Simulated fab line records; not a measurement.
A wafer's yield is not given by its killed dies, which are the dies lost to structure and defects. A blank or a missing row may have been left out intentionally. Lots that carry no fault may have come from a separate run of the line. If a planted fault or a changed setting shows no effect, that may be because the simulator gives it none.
fab line records	flow n5_finfet
[record] lots = 7	wafers = 39
route steps=1938 shown WELL_APT@26 FIN_SAQP@100 ILD0@343 HKMG_FIN@421 MOL_CONTACT_COAG@542 BEOL_M0@721 BEOL_M3@980 BEOL_M4@1111
start_h: hours from the record's opening day to when the first of the lot's shown wafers began	wait_h: hours elapsed since this lot's preceding step	" repeats the value in the row above	L1.1+2: several wafers, shown together as one row	- no value present, or no start provided	* or withheld: withheld	< > ~ a bound
route shown NAME@n: NAME is a module with steps in the file, n the number in the route of the first one	usual: mean/standard deviation taken from wafers without a fault	same: alike in all rows	chamber/n: place in a boat	sites: each site's reading	_std_site: standard deviation of those values	_edge_site: inner sites' mean taken away from outer sites' mean	radius_mm: how far each site lies from the wafer's centre	mask NAME#n: copy n	behind: the most recent tool/chamber to have shaped the wafer	hold: cause of the lot's hold/its duration in hours/its outcome	device: names the non-switching transistor (n, p or np)	end of line: tests of these same wafers at the route's end	a step with no rows: only its recipe	killed: dies lost to structure and defects at the first sort, not the wafer's yield	map: per-die view of a wafer (x killed, . not killed, _ where there is no die)
set.NAME: the setting as run; set.NAME@STEP: as run at that earlier step	model.NAME: the simulator's own value behind a step, which no gauge read
lots with deliberately changed settings; one table per step, one row per wafer
[[steps]]
[step N5_WELL_APT_DEVELOP_07]
[recipe] develop_time_s = 45	rinse_liquid = surfactant_rinse	dry = air_spin	dev_temp_c = 21
[step N5_FIN_SAQP_PECVD_06]
[recipe] material = a-Si	target_thk_a = 600	temp_c = 400	precursor = SiH4/He	pressure_torr = 3	rf_w = 100	time_s = 48.1
[step N5_ILD0_ALD_15]
[recipe] material = SiNx	target_thk_a = 240	temp_c = 400	ald_precursor_family = SiH2I2	ald_co_reactant = N2/H2-plasma	pulse_time_s = 1	ald_cycles = 480	purge_time_s = 2	co_reactant_purge_time_s = 2	pressure_torr = 2
[step N5_HKMG_FIN_PWFM_ALD_03]
[recipe] material = TiN	target_thk_a = 20	temp_c = 400	ald_precursor_family = TiCl4	ald_co_reactant = NH3	pulse_time_s = 1	purge_time_s = 3	co_reactant_purge_time_s = 2	co_reactant_pulse_time_s = 2	ald_cycles = 91	pressure_torr = 3
[step N5_MOL_CONTACT_COAG_PRECLEAN_111]
[recipe] chemistry = NF3:NH3	afs_cycles = 1	temp_c = 30	time_s = 20	sublimation_temp_c = 180	sublimation_time_s = 60	pressure_torr = 3	rf_power_w = 30
[step N5_BEOL_M0_TRENCH_ETCH_107]
[recipe] chemistry = C4F6/O2	target_depth_a = 328	target = SiOC	time_s = 16.4	ion_energy_ev = 250	pressure_mtorr = 30	source_w = 355	bias_w = 185	Ar_flow_sccm = 300	C4F6_flow_sccm = 10	O2_flow_sccm = 10
[step N5_BEOL_M3_TRENCH_ETCH_37]
[recipe] chemistry = C4F6/O2	target_depth_a = 555.55	target = SiOC	time_s = 29.2	ion_energy_ev = 250	pressure_mtorr = 30	source_w = 355	bias_w = 185	Ar_flow_sccm = 300	C4F6_flow_sccm = 10	O2_flow_sccm = 10
[step N5_BEOL_M4_RC_MEAS_101]
[usual] ION_P = 464/8.5	VT_P = -250/3.1	VT_P_LONG = -275/3.1	VT_P_LVT = -98.9/2.6
lot.wafer	tool	chamber	start_h	wait_h	set.develop_time_s@WELL_APT_DEVELOP_07	set.time_s@FIN_SAQP_PECVD_06	set.ald_cycles@ILD0_ALD_15	set.ald_cycles@HKMG_FIN_PWFM_ALD_03	set.time_s@MOL_CONTACT_COAG_PRECLEAN_111	set.target_depth_a@BEOL_M0_TRENCH_ETCH_107	set.time_s@BEOL_M3_TRENCH_ETCH_37	ION_P[uA/um]	VT_P[mV]	VT_P_LONG[mV]	VT_P_LVT[mV]
L074.3	prober-02	0	162.74	0.3	45	48.1	480	91	20	328	29.2	484	-244	-270	-92.8
L074.4	"	0	"	"	45	48.1	480	91	20	328	29.2	468	-248	-274	-97.4
L074.5	"	0	"	"	45	48.1	480	91	20	328	29.2	470	-246	-273	-95.1
L077.1	prober-01	0	182.85	0.0	45	34.28	698	39	16.87	328	29.2	390	-302	-328	-147.4
L077.2	"	0	"	"	24.21	48.1	698	39	20	328	19.24	394	-304	-326	-149.3
L077.3	"	0	"	"	45	34.28	698	91	20	328	29.2	472	-249	-274	-94.2
L077.4	"	0	"	"	24.21	34.28	480	91	16.87	328	19.24	464	-250	-272	-97.4
L077.5	"	0	"	"	45	48.1	480	39	20	328	29.2	391	-299	-328	-145.5
L077.6	"	0	"	"	24.21	48.1	480	91	16.87	328	19.24	483	-250	-274	-97.0
L078.1	prober-02	0	186.04	0.0	25.95	48.1	656	48	20	328	41.77	390	-296	-315	-143.0
L078.2	"	0	"	"	45	56.49	480	48	20	394.9	29.2	402	-293	-319	-143.4
L078.3	"	0	"	"	25.95	56.49	656	91	31.17	328	41.77	455	-253	-276	-102.7
L078.4	"	0	"	"	25.95	56.49	480	48	31.17	328	29.2	402	-288	-316	-139.1
L078.5	"	0	"	"	45	48.1	480	91	31.17	394.9	29.2	459	-253	-277	-102.0
L078.6	"	0	"	"	45	48.1	656	91	20	394.9	41.77	457	-255	-277	-102.8
L081.1	prober-02	0	207.11	0.0	37.71	48.1	578	91	20	465.6	34.01	469	-246	-271	-95.6
L081.2	"	0	"	"	45	48.1	578	91	28.35	465.6	29.2	465	-247	-272	-95.1
L081.3	"	0	"	"	37.71	22.19	480	91	28.35	465.6	34.01	460	-244	-272	-95.3
L081.4	"	0	"	"	37.71	48.1	480	91	28.35	328	29.2	476	-245	-273	-94.1
L081.5	"	0	"	"	45	22.19	578	91	20	328	34.01	470	-247	-272	-96.3
L081.6	"	0	"	"	45	22.19	480	91	20	328	29.2	467	-245	-275	-95.5
L088.1	prober-01	0	285.09	0.0	36.62	20.06	480	113	20	488.2	29.2	479	-234	-260	-83.0
L088.2	"	0	"	"	36.62	48.1	480	113	20	328	29.2	499	-229	-259	-80.2
L088.3	"	0	"	"	45	20.06	480	91	20	488.2	24.28	462	-251	-276	-98.1
L088.4	"	0	"	"	36.62	48.1	480	91	20	488.2	24.28	472	-248	-273	-97.5
L088.5	"	0	"	"	45	20.06	480	113	20	328	24.28	485	-234	-260	-82.1
L088.6	"	0	"	"	45	48.1	480	91	20	328	29.2	475	-251	-273	-99.2
L092.1	prober-02	0	307.55	0.0	45	24.39	286	91	20	328	29.2	463	-249	-273	-99.4
L092.2	"	0	"	"	45	48.1	480	91	31.35	328	29.2	471	-249	-271	-100.3
L092.3	"	0	"	"	45	48.1	480	119	20	328	29.2	496	-224	-255	-75.9
L092.4	"	0	"	"	45	24.39	480	119	20	328	29.2	494	-226	-256	-76.4
L092.5	"	0	"	"	45	24.39	286	119	31.35	328	29.2	491	-228	-258	-77.5
L092.6	"	0	"	"	45	48.1	286	91	31.35	328	29.2	481	-245	-276	-95.3
L087.1	prober-02	0	320.06	0.0	45	48.1	222	91	20	260.5	29.2	461	-252	-276	-99.7
L087.2	"	0	"	"	45	40.55	222	53	20	328	35.76	414	-284	-311	-132.1
L087.3	"	0	"	"	45	48.1	222	53	20	260.5	35.76	414	-286	-311	-133.3
L087.4	"	0	"	"	45	40.55	480	91	20	328	29.2	460	-249	-279	-97.3
L087.5	"	0	"	"	45	48.1	480	91	20	328	35.76	461	-254	-275	-98.6
L087.6	"	0	"	"	45	40.55	480	53	20	260.5	29.2	400	-288	-309	-136.1
[[key]]
[split] step = N5_WELL_APT_DEVELOP_07	setting = develop_time_s	stated_as = 45
response none clear
[split] step = N5_FIN_SAQP_PECVD_06	setting = time_s	stated_as = 48.1
response none clear
[split] step = N5_ILD0_ALD_15	setting = ald_cycles	stated_as = 480
response none clear
[split] step = N5_HKMG_FIN_PWFM_ALD_03	setting = ald_cycles	stated_as = 91
[response] step = N5_BEOL_M4_RC_MEAS_101	reading = VT_P_LVT	slope = +0.843	per = 1%	together_with = all	explained = 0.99
[response] step = N5_BEOL_M4_RC_MEAS_101	reading = VT_P	slope = +0.844	per = 1%	together_with = all	explained = 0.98
[response] step = N5_BEOL_M4_RC_MEAS_101	reading = VT_P_LONG	slope = +0.829	per = 1%	together_with = all	explained = 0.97
[response] step = N5_BEOL_M4_RC_MEAS_101	reading = ION_P	slope = +1.27	per = 1%	together_with = all	explained = 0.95
[split] step = N5_MOL_CONTACT_COAG_PRECLEAN_111	setting = time_s	stated_as = 20
response none clear
[split] step = N5_BEOL_M0_TRENCH_ETCH_107	setting = target_depth_a	stated_as = 328
response none clear
[split] step = N5_BEOL_M3_TRENCH_ETCH_37	setting = time_s	stated_as = 29.2
response none clear
